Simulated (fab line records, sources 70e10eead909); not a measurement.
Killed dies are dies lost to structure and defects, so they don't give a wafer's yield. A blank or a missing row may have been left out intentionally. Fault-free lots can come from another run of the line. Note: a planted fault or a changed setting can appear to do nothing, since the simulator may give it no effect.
fab line records -- flow nandHarc
record lots=12, wafers=36, lastDay=33
route steps=1302 shown A_CHANNEL_HOLE_D2@595 A_CHANNEL_FILL_D2@613
lots that met no fault: taken from a fault-free run of the same line
startH: start of the lot's first displayed wafer, in hours after the record's first day -- waitH: hours from the lot's prior step to this one -- " the same as in the row above -- L1.1+2: one row covering several wafers at once -- - no value, or no start given -- * or withheld: withheld -- < > ~ a bound
route shown NAME@n: a module of which the file shows steps, and the number in the route of the first -- usual: mean and standard deviation over wafers with no fault -- same: alike in all rows -- chamber/n: place in a boat -- sites: the reading at each site -- _std_site: standard deviation of those values -- _edge_site: inner sites' mean taken away from outer sites' mean -- radiusMm: how far each site lies from the wafer's centre -- mask NAME#n: copy n -- behind: the tool/chamber that last shaped the wafer -- hold: cause of the lot's hold/its duration in hours/its outcome -- device: transistor that didn't switch, given as n, p or np -- end of line: tests of these same wafers at the route's end -- a step given without rows: its recipe and nothing more -- killed: dies that structure and defects cost at the first sort, which is not the same as the wafer's yield -- map: per-die view of a wafer (x killed, . not killed, _ where there is no die)
set.NAME: the run value of the setting; set.NAME@STEP: its run value at that earlier step -- model.NAME: the simulator's own value behind a step, which no gauge read
a sample of lots followed through the steps of the route, with each step as a table and each wafer as a row
services: when a tool's chamber went out of use (startH, in hours from the record's first day, below 0 if earlier), for how many hours, and the reason
## steps
# step NHARC_A_CHANNEL_HOLE_D2_ETCH_23
# recipe biasV=5000, sourceW=withheld, pressureMtorr=20, timeS=819, arFlowSccm=375, c4f8FlowSccm=89.3, o2FlowSccm=35.7, tempC=-20, targetDepthA=16000, chemistry=C4F8/O2/Ar
# usual drypumpMotorCurrentA=5.9/0.51, mfcArSccm=375.0/1.1, showerheadPlenumPTorr=3.69/0.16, throttleValvePct=32.154/0.0084
lot.wafer,tool,chamber,startH,waitH,drypumpMotorCurrentA,mfcArSccm,rfHoursCounterH,showerheadPlenumPTorr,throttleValvePct
L352.4,harEtch-01,1,296.49,0.5,5.3,373.8,-,3.70,32.143
L352.3,harEtch-01,0,296.49,0.5,6.6,373.6,-,3.59,32.149
L352.5,harEtch-01,0,296.49,0.5,6.5,374.5,-,3.59,32.153
L353.1,harEtch-02,0,304.48,0.5,6.3,375.9,362,3.48,32.154
L353.3,harEtch-02,1,304.48,0.5,5.6,374.9,-,3.52,32.168
L353.5,harEtch-02,1,304.48,0.5,5.6,374.4,-,3.52,32.157
L356.1,harEtch-01,0,326.21,0.5,6.5,374.7,169,3.58,32.151
L356.2,harEtch-01,1,326.21,0.5,5.3,375.6,169,3.69,32.165
L356.5,harEtch-01,1,326.21,0.5,5.3,375.9,-,3.69,32.154
L357.1,harEtch-02,0,349.29,0.5,6.2,375.1,384,3.46,32.162
L357.3,harEtch-02,1,349.29,0.5,5.6,375.3,-,3.51,32.167
L357.5,harEtch-02,1,349.29,0.5,5.6,375.4,-,3.51,32.161
L358.4,harEtch-01,0,350.16,0.5,6.5,374.8,-,3.57,32.151
L358.6,harEtch-01,1,350.16,0.5,5.3,375.6,-,3.68,32.157
L358.5,harEtch-01,0,350.16,0.5,6.5,372.7,-,3.57,32.151
L359.2,harEtch-01,0,394.97,0.5,6.5,373.7,200,3.56,32.151
L359.4,harEtch-01,1,394.97,0.5,5.3,378.6,-,3.67,32.156
L359.5,harEtch-01,1,394.97,0.5,5.3,374.9,-,3.67,32.162
L362.2,harEtch-02,1,412.34,0.5,5.6,374.6,17,3.92,32.146
L362.6,harEtch-02,1,412.34,0.5,5.6,372.2,-,3.92,32.158
L362.5,harEtch-02,0,412.34,0.5,6.2,376.9,-,3.92,32.150
L364.2,harEtch-01,0,419.34,0.5,6.5,374.8,222,3.55,32.150
L364.1,harEtch-01,1,419.34,0.5,5.3,376.9,222,3.66,32.147
L364.5,harEtch-01,0,419.34,0.5,6.5,375.6,-,3.55,32.153
L365.2,harEtch-01,0,423.49,0.5,6.5,375.5,226,3.55,32.167
L365.1,harEtch-01,1,423.49,0.5,5.3,373.9,226,3.66,32.158
L365.6,harEtch-01,0,423.49,0.5,6.5,374.6,-,3.55,32.147
L372.2,harEtch-01,1,512.80,0.5,5.3,375.0,280,3.63,32.160
L372.6,harEtch-01,1,512.80,0.5,5.3,375.5,-,3.63,32.145
L372.5,harEtch-01,0,512.80,0.5,6.5,375.1,-,3.52,32.154
L375.1,harEtch-02,0,522.02,0.5,6.3,373.6,78,3.89,32.137
L375.4,harEtch-02,0,522.02,0.5,6.3,375.1,-,3.89,32.149
L375.3,harEtch-02,1,522.02,0.5,5.6,373.7,-,3.89,32.138
L374.2,harEtch-01,0,523.22,0.5,6.5,375.1,283,3.52,32.158
L374.1,harEtch-01,1,523.22,0.5,5.3,374.1,283,3.63,32.138
L374.5,harEtch-01,1,523.22,0.5,5.3,374.8,-,3.63,32.153
# step NHARC_A_CHANNEL_FILL_D2_ALD_03
# recipe targetThkA=60, pulseTimeS=60, aldCycles=58, tempC=630, pressureTorr=2, material=SiNx
# usual precursorPulseHeightRel=0.998/0.02, susceptorTempC=630.01/0.29
lot.wafer,tool,chamber,startH,waitH,precursorPulseHeightRel,susceptorTempC
L352.3,aldSinBatch-03,0,304.16,-,1.027,629.93
L352.4,aldSinBatch-03,0,304.16,-,0.978,629.82
L352.5,aldSinBatch-03,0,304.16,-,0.997,629.90
L353.1,aldSinBatch-03,0,312.74,-,1.024,629.98
L353.3,aldSinBatch-03,0,312.74,-,0.999,630.14
L353.5,aldSinBatch-03,0,312.74,-,0.985,629.73
L356.1,aldSinBatch-01,0,334.11,-,1.020,629.99
L356.2,aldSinBatch-01,0,334.11,-,0.983,629.76
L356.5,aldSinBatch-01,0,334.11,-,1.012,629.81
L357.1,aldSinBatch-02,0,357.63,-,1.004,629.71
L357.3,aldSinBatch-02,0,357.63,-,1.007,629.45
L357.5,aldSinBatch-02,0,357.63,-,1.027,629.09
L358.4,aldSinBatch-02,0,357.63,-,1.048,630.11
L358.5,aldSinBatch-02,0,357.63,-,0.987,630.04
L358.6,aldSinBatch-02,0,357.63,-,0.985,630.31
L359.2,aldSinBatch-03,0,404.10,-,1.010,-
L359.4,aldSinBatch-03,0,404.10,-,1.040,-
L359.5,aldSinBatch-03,0,404.10,-,1.006,-
L362.2,aldSinBatch-01,0,420.25,-,1.019,630.01
L362.5,aldSinBatch-01,0,420.25,-,1.012,630.22
L362.6,aldSinBatch-01,0,420.25,-,0.991,630.21
L364.1,aldSinBatch-02,0,427.28,-,0.984,609.00
L364.2,aldSinBatch-02,0,427.28,-,1.015,609.32
L364.5,aldSinBatch-02,0,427.28,-,0.980,609.45
L365.1,aldSinBatch-02,0,431.89,-,1.028,609.21
L365.2,aldSinBatch-02,0,431.89,-,1.023,609.51
L365.6,aldSinBatch-02,0,431.89,-,1.021,609.15
L372.2,aldSinBatch-03,0,520.21,-,0.981,-
L372.5,aldSinBatch-03,0,520.21,-,1.012,-
L372.6,aldSinBatch-03,0,520.21,-,0.995,-
L374.1,aldSinBatch-03,0,529.92,-,1.016,630.15
L374.2,aldSinBatch-03,0,529.92,-,0.996,630.19
L374.5,aldSinBatch-03,0,529.92,-,0.975,629.94
L375.1,aldSinBatch-03,0,529.92,-,1.017,629.97
L375.3,aldSinBatch-03,0,529.92,-,0.973,629.93
L375.4,aldSinBatch-03,0,529.92,-,0.974,630.12
# step NHARC_A_CHANNEL_FILL_D2_ALD_16
# recipe targetThkA=15, pulseTimeS=10, aldCycles=15, tempC=300, material=SiO2
# usual heaterPowerW=458/40, precursorPulseHeightRel=1.001/0.02, susceptorTempC=300.02/0.19
lot.wafer,tool,chamber,startH,waitH,heaterPowerW,precursorPulseHeightRel,susceptorTempC
L352.4,aldHk-01,0,314.81,1.7,497,1.001,300.07
L352.3,aldHk-01,1,314.81,1.7,448,1.021,300.12
L352.5,aldHk-01,3,314.81,1.7,471,1.002,300.19
L353.1,aldHk-02,2,322.01,0.1,457,0.998,300.13
L353.3,aldHk-02,3,322.01,0.1,468,1.026,300.48
L353.5,aldHk-02,0,322.01,0.1,446,0.990,300.02
L356.2,aldHk-02,3,342.92,0.1,471,0.986,300.09
L356.1,aldHk-02,0,342.92,0.1,443,1.031,300.17
L356.5,aldHk-02,3,342.92,0.1,472,1.021,300.51
L357.3,aldHk-01,1,366.43,0.1,468,1.003,299.94
L357.1,aldHk-01,2,366.43,0.1,441,1.013,299.92
L357.5,aldHk-01,0,366.43,0.1,495,1.017,300.04
L358.4,aldHk-03,3,366.53,0.2,379,0.988,299.87
L358.6,aldHk-03,0,366.53,0.2,550,0.980,299.87
L358.5,aldHk-03,1,366.53,0.2,452,0.995,300.02
L359.4,aldHk-03,3,413.11,0.1,387,1.013,300.17
L359.2,aldHk-03,0,413.11,0.1,538,0.979,299.61
L359.5,aldHk-03,2,413.11,0.1,401,0.999,300.11
L362.2,aldHk-02,1,429.23,0.1,461,1.001,299.95
L362.6,aldHk-02,3,429.23,0.1,499,1.021,300.05
L362.5,aldHk-02,0,429.23,0.1,441,1.024,300.02
L364.2,aldHk-02,0,438.72,2.8,439,0.990,299.82
L364.1,aldHk-02,1,438.72,2.8,442,0.982,300.17
L364.5,aldHk-02,0,438.72,2.8,441,1.042,299.92
L365.2,aldHk-02,1,443.68,0.1,460,1.014,299.90
L365.1,aldHk-02,0,443.68,0.1,437,1.009,299.97
L365.6,aldHk-02,1,443.68,0.1,443,0.997,299.88
L372.2,aldHk-01,2,528.91,0.0,434,0.977,300.04
L372.6,aldHk-01,2,528.91,0.0,431,1.029,299.99
L372.5,aldHk-01,3,528.91,0.0,487,1.019,300.14
L374.1,aldHk-03,0,538.69,0.0,552,1.016,299.84
L374.2,aldHk-03,2,538.69,0.0,391,0.986,300.06
L374.5,aldHk-03,0,538.69,0.0,540,0.982,299.96
L375.3,aldHk-01,1,538.72,0.1,441,0.983,300.04
L375.4,aldHk-01,2,538.72,0.1,435,1.004,300.07
L375.1,aldHk-01,3,538.72,0.1,480,0.963,299.99
# step NHARC_A_CHANNEL_FILL_D2_STRIP_28
# recipe timeS=20, o2FlowSccm=500, arFlowSccm=0, biasW=0, chemistry=O2
# usual drypumpMotorCurrentA=5.6/0.4, mfcArSccm=0.008/0.0098, oesProductAu=1.002/0.0086, rfVppV=57.7/0.86, showerheadPlenumPTorr=3.47/0.13, throttleValvePct=17.038/0.0096
lot.wafer,tool,chamber,startH,waitH,drypumpMotorCurrentA,mfcArSccm,oesProductAu,rfHoursCounterH,rfVppV,showerheadPlenumPTorr,throttleValvePct
L352.4,rieDiel-04,1,330.63,0.1,5.6,0,0.995,4,57.7,3.49,17.038
L352.3,rieDiel-04,2,330.63,0.1,5.2,0,1.010,4,58.4,3.48,17.052
L352.5,rieDiel-04,0,330.63,0.1,5.7,0.026,1.014,-,57.8,3.33,17.048
L353.1,rieDiel-10,1,334.04,0.1,5.9,0,1.000,3,57.2,3.42,17.038
L353.3,rieDiel-10,3,334.04,0.1,5.2,0.003,1.003,3,55.8,3.30,17.037
L353.5,rieDiel-10,1,334.04,0.1,5.9,0,0.994,-,58.5,3.42,17.028
L356.1,rieDiel-04,0,354.94,0.1,5.7,0.026,1.008,4,58.6,3.33,17.027
L356.2,rieDiel-04,2,354.94,0.1,5.2,0,0.992,4,58.3,3.48,17.023
L356.5,rieDiel-04,1,354.94,0.1,5.6,0,1.002,-,57.9,3.49,17.029
L357.3,rieDiel-04,2,378.63,0.1,5.2,0,1.013,1,58.8,3.48,17.050
L357.1,rieDiel-04,1,378.63,0.1,5.6,0,1.004,1,59.7,3.49,17.039
L357.5,rieDiel-04,3,378.63,0.1,6.0,0.013,1.003,-,58.5,3.78,17.024
L358.4,rieDiel-13,2,378.64,0.1,6.2,0.024,0.999,4,57.3,3.34,17.041
L358.5,rieDiel-13,1,378.64,0.1,5.2,0,0.997,-,58.4,3.52,17.063
L358.6,rieDiel-13,2,378.64,0.1,6.2,0.024,0.984,-,57.2,3.34,17.036
L359.4,rieDiel-13,0,425.28,0.1,5.2,0.015,0.998,11,58.6,3.36,17.022
L359.2,rieDiel-13,2,425.28,0.1,6.2,0.024,0.987,10,57.6,3.34,17.028
L359.5,rieDiel-13,3,425.28,0.1,5.4,0.003,1.005,-,56.8,3.48,17.018
L362.2,rieDiel-04,3,441.23,0.1,6.0,0.013,1.005,3,58.8,3.78,17.030
L362.6,rieDiel-04,1,441.23,0.1,5.6,0,1.001,-,58.5,3.48,17.029
L362.5,rieDiel-04,2,441.23,0.1,5.2,0,1.015,-,57.0,3.48,17.038
L364.2,rieDiel-10,1,451.02,0.1,5.9,0,0.977,0,56.8,3.42,17.036
L364.1,rieDiel-10,2,451.02,0.1,5.6,0,0.999,1,58.0,3.45,17.033
L364.5,rieDiel-10,3,451.02,0.1,5.2,0.003,1.005,-,57.6,3.30,17.032
L365.2,rieDiel-04,3,455.86,0.1,6.0,0.013,0.995,3,57.7,3.78,17.035
L365.1,rieDiel-04,0,455.86,0.1,5.7,0.026,0.994,3,56.4,3.33,17.029
L365.6,rieDiel-04,2,455.86,0.1,5.2,0,1.001,-,58.6,3.48,17.041
L372.2,rieDiel-10,0,541.47,0.1,6.5,0,0.993,4,57.8,3.57,17.031
L372.6,rieDiel-10,2,541.47,0.1,5.6,0,1.015,-,57.8,3.45,17.044
L372.5,rieDiel-10,0,541.47,0.1,6.5,0,0.978,-,58.7,3.57,17.024
L374.1,rieDiel-04,0,550.72,0.1,5.7,0.026,0.995,0,56.6,3.33,17.041
L374.2,rieDiel-04,3,550.72,0.1,6.0,0.013,1.004,0,57.7,3.78,17.040
L374.5,rieDiel-04,0,550.72,0.1,5.7,0.026,0.995,-,57.5,3.33,17.057
L375.1,rieDiel-13,3,550.72,0.1,5.4,0.003,1.010,3,57.7,3.47,17.046
L375.4,rieDiel-13,0,550.72,0.1,5.2,0.015,0.993,3,58.2,3.35,17.037
L375.3,rieDiel-13,1,550.72,0.1,5.2,0,1.013,3,57.9,3.50,17.052
## services
tool,chamber,startH,hours,kind
rieDiel-04,0,285.01,-,clean
rieDiel-04,1,285.01,-,clean
rieDiel-04,2,285.01,-,clean
harEtch-01,-,300.16,0.5,repair
aldHk-01,-,300.39,10.0,pm
rieDiel-13,1,346.59,3.2,repair
aldHk-02,-,348.50,10.0,pm
rieDiel-04,-,355.00,9.0,pm
rieDiel-10,0,369.15,8.2,repair
harEtch-02,-,377.98,17.0,pm
aldSinBatch-03,-,379.37,7.8,repair
rieDiel-04,2,403.56,10.4,repair
aldHk-01,-,415.84,0.4,repair
rieDiel-10,-,419.50,9.0,pm
rieDiel-10,3,442.65,2.8,repair
rieDiel-10,1,444.12,3.2,repair
aldHk-02,-,457.53,0.7,repair
rieDiel-04,3,463.40,8.2,repair
rieDiel-10,3,487.66,71.5,repair
rieDiel-10,2,503.04,2.9,repair
aldSinBatch-01,-,506.00,26.0,pm
rieDiel-13,-,519.60,9.0,pm
harEtch-02,-,530.49,5.4,repair
rieDiel-04,-,532.00,9.0,pm
## key
firstSign step=NHARC_A_CHANNEL_FILL_D2_ALD_03, reading=susceptorTempC, direction=down, sigmas=70, usual=*, struck=*
effect none on later readings
metAt NHARC_A_CHANNEL_FILL_D2_ALD_03
struckLots L364,L365
testerLeftOut L364,L365
notActingAt NHARC_A_CHANNEL_HOLE_D2_ETCH_23,NHARC_A_CHANNEL_FILL_D2_ALD_16,NHARC_A_CHANNEL_FILL_D2_STRIP_28
onsetBetween 357.63 427.28
fault kind=processParameterDrift, tool=aldSinBatch-02, chamber=-, onsetH=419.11, steps=NHARC_A_CHANNEL_FILL_D1_ALD_03,NHARC_A_CHANNEL_FILL_D1_ALD_15,NHARC_A_CHANNEL_FILL_D2_ALD_03,NHARC_A_CHANNEL_FILL_D2_ALD_15, channel=tempC, offset=*, shape=step, endH=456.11, stated=*
# testerLeftOut: of these lots the tester's yield and bins aren't shown, on N5 and GAA mostly nor the transistor test; their killed dies are dies lost to structure and defects alone, not to doping, threshold or leakage, so they don't give the yield
